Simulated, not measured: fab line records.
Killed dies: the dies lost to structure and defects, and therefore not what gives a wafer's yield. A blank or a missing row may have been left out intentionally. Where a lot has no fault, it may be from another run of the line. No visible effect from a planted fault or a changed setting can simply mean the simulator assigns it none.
Which of the tools did it? | flow nand_harc | 6 lots, 18 wafers sampled, at 4 steps of a route of 1159

## WHAT THE GAUGES READ, wafer by wafer
NHARC_END_SORT_01.
lot  | measured     | on        | killed_at_other
L671 | day 23 00:50 | prober-02 | 0 0 1
L676 | day 24 01:52 | prober-01 | 0 0 0
L679 | day 24 08:00 | prober-01 | 0 0 2
L684 | day 25 15:17 | prober-01 | 0 0 0
L686 | day 25 09:01 | prober-01 | 0 0 1

## WHAT TOOL EACH LOT RAN ON (gives the tool, then ch and the chambers of the sampled wafers, and finally the start)
lot  | NHARC_P_ZERO_WELL_DESCUM_26       | NHARC_P_STI_CMP_21           | NHARC_P_GATE_OXIDE_02
L668 | rie_diel-02 ch 0,1,3, day 2 02:47 | cmp-04 ch 0,1,2, day 4 00:35 | furnace-05 ch 0, day 4 12:33
L671 | rie_diel-02 ch 0,1,3, day 2 20:41 | cmp-04 ch 0,2,3, day 4 13:23 | furnace-05 ch 0, day 5 01:54
L676 | rie_diel-02 ch 0,1,3, day 4 02:39 | cmp-04 ch 0,3, day 5 20:02   | furnace-05 ch 0, day 6 10:45
L679 | rie_diel-02 ch 0,2, day 4 20:37   | cmp-01 ch 0,1,3, day 6 14:05 | furnace-05 ch 0, day 7 01:37
L684 | rie_diel-07 ch 2,3, day 6 02:38   | cmp-04 ch 0,1,3, day 7 21:58 | furnace-05 ch 0, day 8 09:45
L686 | rie_diel-02 ch 0,2,3, day 6 14:41 | cmp-03 ch 1,2,3, day 8 09:18 | furnace-01 ch 0, day 8 21:06
- NHARC_P_ZERO_WELL_DESCUM_26: chemistry O2, time 3 s.
- NHARC_P_STI_CMP_21: polishes, t overpolish 20 s, target thk 380.67 nm.
- NHARC_P_GATE_OXIDE_02: material SiO2, target thk 37.5 nm, ox time 365 s.

## THE ANSWER, worked out from the rows above alone
Rule: what is usual is taken from the lots themselves. Put in order of their means at a reading, lots are off if they are a third of the lots or fewer, leave a main group of 4 or more, and stand apart from it by a gap of 3 or more times the standard deviation of the main group's means; of several such gaps the widest counts. A main group whose means are all the same, to the digits that the tables above print for the reading, isn't used. Also off: a lot with no number at a reading for which 4 or more lots have one. The other lots that the step has rows for count as sound.
No lot is off on any of the readings shown, so nothing can be concluded from this.

## WHAT THE SIMULATOR HAD INSERTED
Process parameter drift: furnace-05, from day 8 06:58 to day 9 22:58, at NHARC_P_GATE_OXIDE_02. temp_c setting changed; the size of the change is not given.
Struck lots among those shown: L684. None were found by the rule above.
